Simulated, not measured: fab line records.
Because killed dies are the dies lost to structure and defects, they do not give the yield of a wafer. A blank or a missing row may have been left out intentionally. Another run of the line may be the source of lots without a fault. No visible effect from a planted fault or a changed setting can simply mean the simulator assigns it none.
The tool behind it: which one? / flow n5Finfet / 9 lots with 25 wafers sampled at 5 steps, on a route of 1938 steps

## WHAT THE GAUGES SHOWED, per wafer
N5_MOL_CONTACT_COAG_THK_MEAS_29.
lot=L430; measured=day 5 00:19; on=filmMetro-01; MD_CAP_THK (nm)=18.01 17.94 17.87
lot=L432; measured=day 5 16:32; on=filmMetro-01; MD_CAP_THK (nm)=17.94 17.90 17.97
lot=L435; measured=day 6 18:25; on=filmMetro-02; MD_CAP_THK (nm)=17.88 17.88 17.83
lot=L441; measured=day 7 19:52; on=filmMetro-02; MD_CAP_THK (nm)=17.82 17.86 17.81
lot=L442; measured=day 8 03:30; on=filmMetro-02; MD_CAP_THK (nm)=17.84 17.90 17.83
lot=L444; measured=day 8 14:03; on=filmMetro-01; MD_CAP_THK (nm)=17.94 18.02 17.95
lot=L445; measured=day 8 21:14; on=filmMetro-02; MD_CAP_THK (nm)=17.91 17.82 12.06
lot=L447; measured=day 9 05:37; on=filmMetro-02; MD_CAP_THK (nm)=12.06 17.86
lot=L448; measured=day 9 14:18; on=filmMetro-02; MD_CAP_THK (nm)=12.07 11.99

## WHAT TOOL EACH LOT RAN ON (gives the tool, then ch and the chambers of the sampled wafers, and finally the start)
lot=L430; N5_HKMG_FIN_STRIP_69=plasmaAsher-02 ch 0,1, day 4 05:07; N5_GATE_CUT_ETCHBACK_30=rieMetal-03 ch 0,1, day 4 06:59; N5_GATE_CUT_STRIP_59=rieDiel-01 ch 1,2, day 4 07:16; N5_GATE_CUT_SAC_CAP_01=aldSin-03 ch 0,1,3, day 4 07:35
lot=L432; N5_HKMG_FIN_STRIP_69=plasmaAsher-02 ch 0,1, day 4 17:17; N5_GATE_CUT_ETCHBACK_30=rieMetal-01 ch 0,1, day 4 19:10; N5_GATE_CUT_STRIP_59=rieDiel-05 ch 1,3, day 4 19:20; N5_GATE_CUT_SAC_CAP_01=aldSin-04 ch 0,1,2, day 4 20:08
lot=L435; N5_HKMG_FIN_STRIP_69=plasmaAsher-01 ch 0,1, day 5 17:11; N5_GATE_CUT_ETCHBACK_30=rieMetal-03 ch 0,1, day 5 19:13; N5_GATE_CUT_STRIP_59=rieDiel-02 ch 0,2, day 5 19:27; N5_GATE_CUT_SAC_CAP_01=aldSin-03 ch 0,2,3, day 5 19:52
lot=L441; N5_HKMG_FIN_STRIP_69=plasmaAsher-02 ch 0,1, day 7 00:32; N5_GATE_CUT_ETCHBACK_30=rieMetal-01 ch 0,1, day 7 02:31; N5_GATE_CUT_STRIP_59=rieDiel-01 ch 0,2,3, day 7 02:42; N5_GATE_CUT_SAC_CAP_01=aldSin-03 ch 1,2,3, day 7 03:01
lot=L442; N5_HKMG_FIN_STRIP_69=plasmaAsher-01 ch 0,1, day 7 08:52; N5_GATE_CUT_ETCHBACK_30=rieMetal-03 ch 0,1, day 7 10:46; N5_GATE_CUT_STRIP_59=rieDiel-05 ch 0,2,3, day 7 10:57; N5_GATE_CUT_SAC_CAP_01=aldSin-03 ch 0,2,3, day 7 11:10
lot=L444; N5_HKMG_FIN_STRIP_69=plasmaAsher-02 ch 0,1, day 7 18:26; N5_GATE_CUT_ETCHBACK_30=rieMetal-03 ch 0,1, day 7 20:26; N5_GATE_CUT_STRIP_59=rieDiel-05 ch 1,2, day 7 20:37; N5_GATE_CUT_SAC_CAP_01=aldSin-04 ch 2,3, day 7 22:01
lot=L445; N5_HKMG_FIN_STRIP_69=plasmaAsher-01 ch 0,1, day 8 00:29; N5_GATE_CUT_ETCHBACK_30=rieMetal-03 ch 0,1, day 8 02:22; N5_GATE_CUT_STRIP_59=rieDiel-05 ch 0,1,2, day 8 02:32; N5_GATE_CUT_SAC_CAP_01=aldSin-03 ch 0,1,3, day 8 03:00
lot=L447; N5_HKMG_FIN_STRIP_69=plasmaAsher-01 ch 0,1, day 8 12:09; N5_GATE_CUT_ETCHBACK_30=rieMetal-03 ch 0,1, day 8 14:02; N5_GATE_CUT_STRIP_59=rieDiel-01 ch 1,2, day 8 14:13; N5_GATE_CUT_SAC_CAP_01=aldSin-03 ch 0,1, day 8 14:34
lot=L448; N5_HKMG_FIN_STRIP_69=plasmaAsher-02 ch 0,1, day 8 19:06; N5_GATE_CUT_ETCHBACK_30=rieMetal-03 ch 0,1, day 8 20:58; N5_GATE_CUT_STRIP_59=rieDiel-01 ch 0,3, day 8 21:10; N5_GATE_CUT_SAC_CAP_01=aldSin-03 ch 0,2, day 8 22:13
- N5_HKMG_FIN_STRIP_69: strips in N2/H2, time 360 s.
- N5_GATE_CUT_ETCHBACK_30: etches TiN in Cl2/Ar, target depth 3 nm.
- N5_GATE_CUT_STRIP_59: strips in N2/H2, time 20 s.
- N5_GATE_CUT_SAC_CAP_01: material SiNx, target thk 24 nm, pulse time 1 s, ald cycles 480.

## THE ANSWER, worked out from the rows above alone
Rule: the lots themselves supply what counts as usual. Put in order of their means at a reading, lots are off if they are a third of the lots or fewer, leave a main group of 4 or more, and stand apart from it by a gap of 3 or more times the standard deviation of the main group's means; of several such gaps the widest counts. A main group is skipped when, at the precision printed for the reading in the tables above, its means are all equal. A lot without any number at a reading at which 4 lots or more have one is off too. Any other lot the step has rows for is counted as sound.
Off: L445, L447, L448, at N5_MOL_CONTACT_COAG_THK_MEAS_29 (MD_CAP_THK). The main group: mean 17.90 nm, standard deviation 0.052.
A tool fits if, at a process step before that reading, it ran every lot that is off, and no sound lot after the first of them. The gauges at N5_MOL_CONTACT_COAG_THK_MEAS_29 are tried like those tools. Can't be told from this: 3 tools fit, rieMetal-03 at N5_GATE_CUT_ETCHBACK_30, aldSin-03 at N5_GATE_CUT_SAC_CAP_01, filmMetro-02 at N5_MOL_CONTACT_COAG_THK_MEAS_29.

## WHAT THE SIMULATOR HAD INSERTED
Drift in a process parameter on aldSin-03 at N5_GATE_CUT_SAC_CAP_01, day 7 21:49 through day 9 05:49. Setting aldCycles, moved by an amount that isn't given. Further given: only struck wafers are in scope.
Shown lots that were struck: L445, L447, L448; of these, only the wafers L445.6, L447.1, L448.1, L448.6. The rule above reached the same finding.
